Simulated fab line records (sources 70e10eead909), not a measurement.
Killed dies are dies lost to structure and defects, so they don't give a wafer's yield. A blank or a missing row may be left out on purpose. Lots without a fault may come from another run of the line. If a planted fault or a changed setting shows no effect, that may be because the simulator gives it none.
Matching of chambers || flow nand-harc || ald-metal-04 running NHARC_P_CONTACT_ALD_22: 4 sister chambers
The step deposits TiN, target thk 3 nm, pulse time 1 s, ald cycles 150. 8 wafers are shown with their chamber, then 9 later ones without.

== EACH WAFER AND ITS CHAMBER ==
{"wafer": "L292.3", "chamber": 0, "heater-power-w (W)": 1044, "precursor-pulse-height-rel": 0.974}
{"wafer": "L295.4", "chamber": 3, "heater-power-w (W)": 1258, "precursor-pulse-height-rel": 1.003}
{"wafer": "L298.1", "chamber": 1, "heater-power-w (W)": 1167, "precursor-pulse-height-rel": 1.012}
{"wafer": "L298.3", "chamber": 2, "heater-power-w (W)": 970, "precursor-pulse-height-rel": 1.025}
{"wafer": "L298.4", "chamber": 0, "heater-power-w (W)": 1041, "precursor-pulse-height-rel": 1.031}
{"wafer": "L300.1", "chamber": 2, "heater-power-w (W)": 981, "precursor-pulse-height-rel": 1.004}
{"wafer": "L300.2", "chamber": 1, "heater-power-w (W)": 1222, "precursor-pulse-height-rel": 0.996}
{"wafer": "L300.4", "chamber": 3, "heater-power-w (W)": 1268, "precursor-pulse-height-rel": 1.002}

== WAFERS WITHOUT THEIR CHAMBER ==
{"wafer": "L307.3", "heater-power-w (W)": 1245, "precursor-pulse-height-rel": 0.974}
{"wafer": "L307.5", "heater-power-w (W)": 915, "precursor-pulse-height-rel": 1.005}
{"wafer": "L307.6", "heater-power-w (W)": 1272, "precursor-pulse-height-rel": 0.991}
{"wafer": "L309.1", "heater-power-w (W)": 1214, "precursor-pulse-height-rel": 0.995}
{"wafer": "L309.3", "heater-power-w (W)": 922, "precursor-pulse-height-rel": 0.999}
{"wafer": "L309.5", "heater-power-w (W)": 907, "precursor-pulse-height-rel": 0.964}
{"wafer": "L311.2", "heater-power-w (W)": 1055, "precursor-pulse-height-rel": 1.007}
{"wafer": "L311.3", "heater-power-w (W)": 917, "precursor-pulse-height-rel": 1.007}
{"wafer": "L311.4", "heater-power-w (W)": 1225, "precursor-pulse-height-rel": 1.016}

== EACH ONE'S CHAMBER ==
{"wafer": "L307.3", "from the rows above": "can't be placed: 3 or 1", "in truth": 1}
{"wafer": "L307.5", "from the rows above": 2, "in truth": 2}
{"wafer": "L307.6", "from the rows above": 3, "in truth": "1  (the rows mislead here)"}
{"wafer": "L309.1", "from the rows above": "can't be placed: 1 or 3", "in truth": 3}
{"wafer": "L309.3", "from the rows above": 2, "in truth": 2}
{"wafer": "L309.5", "from the rows above": 2, "in truth": 2}
{"wafer": "L311.2", "from the rows above": 0, "in truth": 0}
{"wafer": "L311.3", "from the rows above": 2, "in truth": 2}
{"wafer": "L311.4", "from the rows above": "can't be placed: 1 or 3", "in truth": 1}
Placed correctly: 5 of 9. Can't be placed from these rows: 3 (the true chamber is among the candidates in 3). Number placed wrongly: 1.
How it was worked out, from the rows above alone: a wafer's distance from a chamber is the root of the sum, over the readings, of the square of ((its reading less the chamber's mean) divided by the reading's scatter). If the next closest chamber is less than 2 further off than the closest, the wafer can't be placed; otherwise it belongs to the closest. For every chamber, the mean is computed from those of its wafers that are shown. How the scatter is found: for the shown wafers, subtract from each reading the mean of its chamber, square and add these, divide the total by (wafers less chambers), then take the root.
